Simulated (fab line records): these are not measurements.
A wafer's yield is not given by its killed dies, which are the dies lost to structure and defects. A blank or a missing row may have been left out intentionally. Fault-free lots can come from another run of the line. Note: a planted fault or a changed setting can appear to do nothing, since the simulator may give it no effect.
Comparing a struck lot with a sound one ; flow nand-harc ; 13 out of 1302 route steps
Sound: wafers L947.2, L947.3, L947.4. The struck wafers were L942.2, L942.3, L942.5. Last of all comes the cause.
Order at every step that has rows: each side's tool, ch and its chambers, its first start. Under that, the readings that differ: sound wafers ; struck wafers ; difference of the means ; sigmas: that difference in standard deviations of wafers without a fault.
alike: a reading whose means differ by less than 2 such deviations, as well as words and numbers matching on both sides. not compared: withheld readings; readings where some wafer has no value; bounds like >300 that might hide an equal value; numbers whose values overlap and for which the record gives no deviation.
The two part at a step that has a row with sigmas, a row that says differs or no value, or rows on one side only. Numbers that don't overlap but have no deviation are shown without sigmas and don't part them. Lack of a reading on every wafer of one side parts them only where that side has two or more wafers.

first, 1 step without rows for these wafers: NHARC_A_ONON_D2_DEP_19 (target thk 1000 nm).
NHARC_A_ONON_D2_THK_MEAS_21: measures by ellipsometry.
  sound on film-metro-02, day 19 11:55; struck on film-metro-02, day 17 19:46
  alike: thk-nm
then NHARC_A_ONON_D2_DEP_22 (target thk 1000 nm), 1 step lacking rows for these wafers.
NHARC_A_ONON_D2_THK_MEAS_24: measures by ellipsometry.
  sound on film-metro-02, day 19 12:29; struck on film-metro-01, day 17 20:20
  alike: thk-nm
then NHARC_A_ONON_D2_DEP_25 (target thk 1000 nm), 1 step lacking rows for these wafers.
NHARC_A_ONON_D2_THK_MEAS_27: measures by ellipsometry.
  sound on film-metro-02, day 19 13:03; struck on film-metro-01, day 17 20:56
  alike: thk-nm
then NHARC_A_ONON_D2_DEP_28 (target thk 1000 nm), 1 step lacking rows for these wafers.
NHARC_A_ONON_D2_THK_MEAS_30: measures by ellipsometry.
  sound on film-metro-02, day 19 13:37; struck on film-metro-02, day 17 21:30
reading;sound;struck;difference;sigmas
thk-nm (nm);1001 1004 1002;1033 1032 1034;+31;+3
NHARC_A_ONON_D2_DEP_33: deposits SiO2, target thk 200 nm.
  sound on pecvd-04 ch 0,1,2, day 19 13:41; struck on pecvd-04 ch 1,2, day 17 21:36
  alike: heater-power-w, rf-fwd-power-W, throttle-valve-pct
NHARC_A_ONON_D2_THK_MEAS_34: measures by ellipsometry.
  sound on film-metro-02, day 19 14:05; struck on film-metro-01, day 17 21:58
  alike: thk-nm
NHARC_A_ONON_D2_INSPECT_32:
  sound on defect-inspect-02, day 19 14:11; struck on defect-inspect-02, day 17 22:03
  alike: raw-defect-count
NHARC_A_CHANNEL_HOLE_D2_DEP_00: deposits aC, target thk 3100 nm.
  sound on acl-dep-03 ch 0, day 19 14:34; struck on acl-dep-03 ch 0, day 18 01:47
  alike: throttle-valve-pct
NHARC_A_CHANNEL_HOLE_D2_DEP_01: deposits SiON, target thk 140 nm.
  sound on pecvd-01 ch 1,2, day 19 16:10; struck on pecvd-03 ch 0,1, day 18 03:47
  alike: heater-power-w, rf-fwd-power-W

WHERE THEY PART
Only at NHARC_A_ONON_D2_THK_MEAS_30, within this record. Later steps at which nothing parts them and some readings are alike: NHARC_A_ONON_D2_DEP_33, NHARC_A_ONON_D2_THK_MEAS_34, NHARC_A_ONON_D2_INSPECT_32, NHARC_A_CHANNEL_HOLE_D2_DEP_00, NHARC_A_CHANNEL_HOLE_D2_DEP_01.

WHY: whatever the simulator had introduced
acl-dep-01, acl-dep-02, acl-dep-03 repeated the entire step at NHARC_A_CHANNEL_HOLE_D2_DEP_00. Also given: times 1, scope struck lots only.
